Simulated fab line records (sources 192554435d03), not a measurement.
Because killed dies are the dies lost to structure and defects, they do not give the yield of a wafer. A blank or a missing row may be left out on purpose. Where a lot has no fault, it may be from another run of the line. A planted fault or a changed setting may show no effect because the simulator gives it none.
Check of tool commonality || flow n5Finfet || Sample size 10 lots and 28 wafers

== THE REASON FOR OPENING IT ==
N5_BEOL_M4_RC_MEAS_101, reading RS_PWELL: flagged on 3 of 10 lots. No-fault wafers: 3003 ohm/sq, standard deviation 28.
Rule: a lot gets a flag if all its wafers with a number sit over 4 standard deviations from that mean, or if no wafer of it has a number. All remaining lots are regarded as sound.

{"lot": "L779", "measured": "day 8 06:00", "on": "prober-02", "RS_PWELL (ohm/sq), wafer by wafer": "2975 2992 2977", "flag": ""}
{"lot": "L781", "measured": "day 9 00:01", "on": "prober-02", "RS_PWELL (ohm/sq), wafer by wafer": "3048 3034 3058", "flag": ""}
{"lot": "L785", "measured": "day 9 22:31", "on": "prober-01", "RS_PWELL (ohm/sq), wafer by wafer": "3053 3024 3043", "flag": ""}
{"lot": "L786", "measured": "day 9 22:42", "on": "prober-02", "RS_PWELL (ohm/sq), wafer by wafer": "3004 3020", "flag": ""}
{"lot": "L790", "measured": "day 11 06:01", "on": "prober-01", "RS_PWELL (ohm/sq), wafer by wafer": "2555 2523 2572", "flag": "FLAGGED"}
{"lot": "L791", "measured": "day 11 12:25", "on": "prober-01", "RS_PWELL (ohm/sq), wafer by wafer": "2494 2512 2520", "flag": "FLAGGED"}
{"lot": "L792", "measured": "day 11 12:26", "on": "prober-02", "RS_PWELL (ohm/sq), wafer by wafer": "2494 2509 2530", "flag": "FLAGGED"}
{"lot": "L796", "measured": "day 12 20:33", "on": "prober-02", "RS_PWELL (ohm/sq), wafer by wafer": "2959 2960", "flag": ""}
{"lot": "L798", "measured": "day 12 23:37", "on": "prober-02", "RS_PWELL (ohm/sq), wafer by wafer": "3036 2999 3035", "flag": ""}
{"lot": "L801", "measured": "day 13 18:54", "on": "prober-02", "RS_PWELL (ohm/sq), wafer by wafer": "2940 2959 2946", "flag": ""}
On average the flagged lots' numbers are 2523 ohm/sq, which is -480 ohm/sq against the usual, or -17 standard deviations.

== TOOL THAT RAN EACH LOT ==
Before the reading, the record contains 3 process steps out of a 1938-step route. In each cell: the tool, then ch and the chambers that the sampled wafers went through, then the start.
{"lot": "L779", "flag": "", "N5_ZERO_LAYER_ETCH_18": "rieSi-03 ch 0,1, day 1 19:10", "N5_WELL_APT_DESCUM_13": "rieDiel-04 ch 0,2,3, day 1 20:19", "N5_WELL_APT_IMPLANT_31": "implanter-01 ch 0, day 1 21:43"}
{"lot": "L781", "flag": "", "N5_ZERO_LAYER_ETCH_18": "rieSi-03 ch 0,2,3, day 2 06:49", "N5_WELL_APT_DESCUM_13": "rieDiel-04 ch 0,1,3, day 2 07:47", "N5_WELL_APT_IMPLANT_31": "implanter-02 ch 0, day 2 09:02"}
{"lot": "L785", "flag": "", "N5_ZERO_LAYER_ETCH_18": "rieSi-01 ch 1,2,3, day 3 06:47", "N5_WELL_APT_DESCUM_13": "rieDiel-04 ch 2,3, day 3 07:46", "N5_WELL_APT_IMPLANT_31": "implanter-01 ch 0, day 3 09:04"}
{"lot": "L786", "flag": "", "N5_ZERO_LAYER_ETCH_18": "rieSi-06 ch 1,3, day 3 12:55", "N5_WELL_APT_DESCUM_13": "rieDiel-04 ch 0,3, day 3 14:02", "N5_WELL_APT_IMPLANT_31": "implanter-01 ch 0, day 3 15:28"}
{"lot": "L790", "flag": "FLAGGED", "N5_ZERO_LAYER_ETCH_18": "rieSi-01 ch 1,2,3, day 4 13:03", "N5_WELL_APT_DESCUM_13": "rieDiel-04 ch 1,3, day 4 13:55", "N5_WELL_APT_IMPLANT_31": "implanter-01 ch 0, day 4 15:23"}
{"lot": "L791", "flag": "FLAGGED", "N5_ZERO_LAYER_ETCH_18": "rieSi-03 ch 0,2,3, day 4 18:47", "N5_WELL_APT_DESCUM_13": "rieDiel-05 ch 1,2,3, day 4 19:39", "N5_WELL_APT_IMPLANT_31": "implanter-01 ch 0, day 4 21:10"}
{"lot": "L792", "flag": "FLAGGED", "N5_ZERO_LAYER_ETCH_18": "rieSi-03 ch 0,1, day 5 01:01", "N5_WELL_APT_DESCUM_13": "rieDiel-01 ch 0,3, day 5 01:53", "N5_WELL_APT_IMPLANT_31": "implanter-01 ch 0, day 5 03:28"}
{"lot": "L796", "flag": "", "N5_ZERO_LAYER_ETCH_18": "rieSi-03 ch 2,3, day 6 01:08", "N5_WELL_APT_DESCUM_13": "rieDiel-01 ch 0, day 6 02:07", "N5_WELL_APT_IMPLANT_31": "implanter-02 ch 0, day 6 03:31"}
{"lot": "L798", "flag": "", "N5_ZERO_LAYER_ETCH_18": "rieSi-03 ch 2,3, day 6 12:56", "N5_WELL_APT_DESCUM_13": "rieDiel-05 ch 0,1, day 6 14:29", "N5_WELL_APT_IMPLANT_31": "implanter-02 ch 0, day 6 15:50"}
{"lot": "L801", "flag": "", "N5_ZERO_LAYER_ETCH_18": "rieSi-03 ch 0,1,2, day 7 06:47", "N5_WELL_APT_DESCUM_13": "rieDiel-04 ch 1,2, day 7 07:50", "N5_WELL_APT_IMPLANT_31": "implanter-02 ch 0, day 7 09:14"}
What these steps do:
- N5_ZERO_LAYER_ETCH_18: etches Si in HBr/Cl2, target depth 120 nm, time 40 s.
- N5_WELL_APT_DESCUM_13: chemistry O2, time 7.9 s.
- N5_WELL_APT_IMPLANT_31
- N5_BEOL_M4_RC_MEAS_101

== FLAGGED OVER TOTAL, TOOL BY TOOL (the gauges that took the reading come last) ==
{"step": "N5_ZERO_LAYER_ETCH_18", "tool": "rieSi-01", "lots run": 2, "flagged": 1, "share of the flagged lots": "some", "sound lots run after its first flagged lot": 0}
{"step": "N5_ZERO_LAYER_ETCH_18", "tool": "rieSi-03", "lots run": 7, "flagged": 2, "share of the flagged lots": "some", "sound lots run after its first flagged lot": "3 (L796,L798,L801)"}
{"step": "N5_ZERO_LAYER_ETCH_18", "tool": "rieSi-06", "lots run": 1, "flagged": 0, "share of the flagged lots": "none", "sound lots run after its first flagged lot": "-"}
{"step": "N5_WELL_APT_DESCUM_13", "tool": "rieDiel-01", "lots run": 2, "flagged": 1, "share of the flagged lots": "some", "sound lots run after its first flagged lot": "1 (L796)"}
{"step": "N5_WELL_APT_DESCUM_13", "tool": "rieDiel-04", "lots run": 6, "flagged": 1, "share of the flagged lots": "some", "sound lots run after its first flagged lot": "1 (L801)"}
{"step": "N5_WELL_APT_DESCUM_13", "tool": "rieDiel-05", "lots run": 2, "flagged": 1, "share of the flagged lots": "some", "sound lots run after its first flagged lot": "1 (L798)"}
{"step": "N5_WELL_APT_IMPLANT_31", "tool": "implanter-01", "lots run": 6, "flagged": 3, "share of the flagged lots": "all", "sound lots run after its first flagged lot": 0}
{"step": "N5_WELL_APT_IMPLANT_31", "tool": "implanter-02", "lots run": 4, "flagged": 0, "share of the flagged lots": "none", "sound lots run after its first flagged lot": "-"}
{"step": "N5_BEOL_M4_RC_MEAS_101", "tool": "prober-01", "lots run": 3, "flagged": 2, "share of the flagged lots": "some", "sound lots run after its first flagged lot": 0}
{"step": "N5_BEOL_M4_RC_MEAS_101", "tool": "prober-02", "lots run": 7, "flagged": 1, "share of the flagged lots": "some", "sound lots run after its first flagged lot": "3 (L796,L798,L801)"}

== WHAT THE TABLE ALLOWS ==
Rows of the table that ran each flagged lot: 1, that is implanter-01 at N5_WELL_APT_IMPLANT_31.
- implanter-01 at N5_WELL_APT_IMPLANT_31: 3 of its 6 lots flagged. A fault beginning between L786 (day 3 15:28), its last sound lot, and L790 (day 4 15:23), its first flagged one, fits the data. Its own readings (doseIonsCm2, faradayCurrentUA) fall more than 4 standard deviations out on all wafers of the flagged lots.
What remains is a single tool, implanter-01 at N5_WELL_APT_IMPLANT_31.

== WHAT WAS PUT IN BY THE SIMULATOR ==
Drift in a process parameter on implanter-01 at N5_WELL_APT_IMPLANT_31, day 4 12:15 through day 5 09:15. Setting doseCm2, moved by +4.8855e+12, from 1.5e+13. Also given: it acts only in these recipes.
Shown lots that were struck: L790, L791, L792. The rule given above showed the same thing.
